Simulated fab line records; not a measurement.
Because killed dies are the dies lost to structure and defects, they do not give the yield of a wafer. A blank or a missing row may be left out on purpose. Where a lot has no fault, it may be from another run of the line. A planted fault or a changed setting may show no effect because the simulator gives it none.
One fault seen from 3 desks | flow n5Finfet | each desk has only its own numbers; what lay behind them comes last

## THE DEFECT DESK
What the inspections along the route counted, lot by lot: means of the sampled wafers that have a number. If a lot's mean is further than 4 standard deviations from the usual mean, the lot is out of limits and carries the mark OUT (the distance appears in the brackets).
Columns: A = rawDefectCount at N5_BEOL_M4_INSPECT_13, usual 412; B = rawDefectCount at N5_BEOL_M4_INSPECT_30, usual 414
lot  | first seen here | A   | B
L381 | day 10 06:53    | 409 | 378
L389 | day 11 11:07    | 280 | 312
L392 | day 11 20:25    | 725 | 686
L393 | day 12 06:19    | 709 | 718
L396 | day 13 11:33    | 424 | 428
L397 | day 13 14:30    | 368 | 375
L401 | day 14 16:25    | 324 | 299
L403 | day 15 12:31    | 415 | 416
L404 | day 15 18:20    | 365 | 373
Finding of this desk: none of the 9 lots has anything out of limits.

## AT THE METROLOGY DESK
Means of the sampled wafers that have a number, per lot and without regard to the tool the lot ran on: this is what the gauges read. If a lot's mean is further than 4 standard deviations from the usual mean, the lot is out of limits and carries the mark OUT (the distance appears in the brackets). Readings shown: 7 of its 11, picked as those furthest out on some lot.
Columns: A = M4_OVL at N5_BEOL_M4_OVL_MEAS_12, usual -0.5 nm; B = DIBL_P at N5_BEOL_M4_RC_MEAS_101, usual 37.7 mV/V; C = IOFF_P at N5_BEOL_M4_RC_MEAS_101, usual 0.23 nA/um; D = ION_N at N5_BEOL_M4_RC_MEAS_101, usual 681 uA/um; E = ION_P at N5_BEOL_M4_RC_MEAS_101, usual 463 uA/um; F = VT_N at N5_BEOL_M4_RC_MEAS_101, usual 248 mV; G = VT_P at N5_BEOL_M4_RC_MEAS_101, usual -249 mV
lot  | first seen here | A    | B    | C    | D   | E   | F   | G
L381 | day 10 06:50    | 0.2  | 38.9 | 0.28 | 677 | 465 | 247 | -243
L389 | day 11 11:04    | -1.1 | 38.1 | 0.23 | 685 | 463 | 250 | -252
L392 | day 11 20:22    | -0.3 | 40.8 | 0.28 | 708 | 477 | 244 | -248
L393 | day 12 06:16    | -1.1 | 36.9 | 0.22 | 680 | 459 | 246 | -251
L396 | day 13 11:29    | -0.6 | 37.9 | 0.25 | 682 | 472 | 247 | -247
L397 | day 13 14:27    | -2.0 | 38.1 | 0.22 | 668 | 455 | 253 | -252
L401 | day 14 16:21    | -0.4 | 37.1 | 0.18 | 669 | 456 | 251 | -254
L403 | day 15 12:28    | -0.9 | 37.4 | 0.25 | 684 | 466 | 246 | -248
L404 | day 15 18:17    | -0.7 | 35.2 | 0.23 | 676 | 466 | 249 | -247
Finding of this desk: none of the 9 lots has anything out of limits.

## DESK OF THE TOOL OWNER: pecvd-01
The tool's own readings at N5_BEOL_M4_PECVD_72 (deposits SiO2 from TEOS/O2, target thk 16 nm, time 18 s): means of the sampled wafers that have a number, for each lot that ran on this tool. If a lot's mean is further than 4 standard deviations from the usual mean, the lot is out of limits and carries the mark OUT (the distance appears in the brackets).
Columns: A = heaterPowerW at N5_BEOL_M4_PECVD_72, usual 660 W; B = showerheadPlenumPTorr at N5_BEOL_M4_PECVD_72, usual 8.81 Torr; C = throttleValvePct at N5_BEOL_M4_PECVD_72, usual 22.4 %
lot  | first seen here | A   | B    | C
L381 | day 10 05:02    | 677 | 8.77 | 22.8
L392 | day 11 19:32    | 674 | 8.85 | 21.0
L393 | day 12 05:00    | 615 | 8.84 | 21.9
L403 | day 15 11:51    | 629 | 8.83 | 22.0
L404 | day 15 15:40    | 633 | 8.84 | 22.1
Finding of this desk: none of the 5 lots has anything out of limits.

## ALL TOGETHER
Nothing the defect desk looked at was out of limits.
The metrology desk saw nothing out of limits.
The tool owner's desk saw nothing out of limits.

## WHAT WAS PUT IN BY THE SIMULATOR
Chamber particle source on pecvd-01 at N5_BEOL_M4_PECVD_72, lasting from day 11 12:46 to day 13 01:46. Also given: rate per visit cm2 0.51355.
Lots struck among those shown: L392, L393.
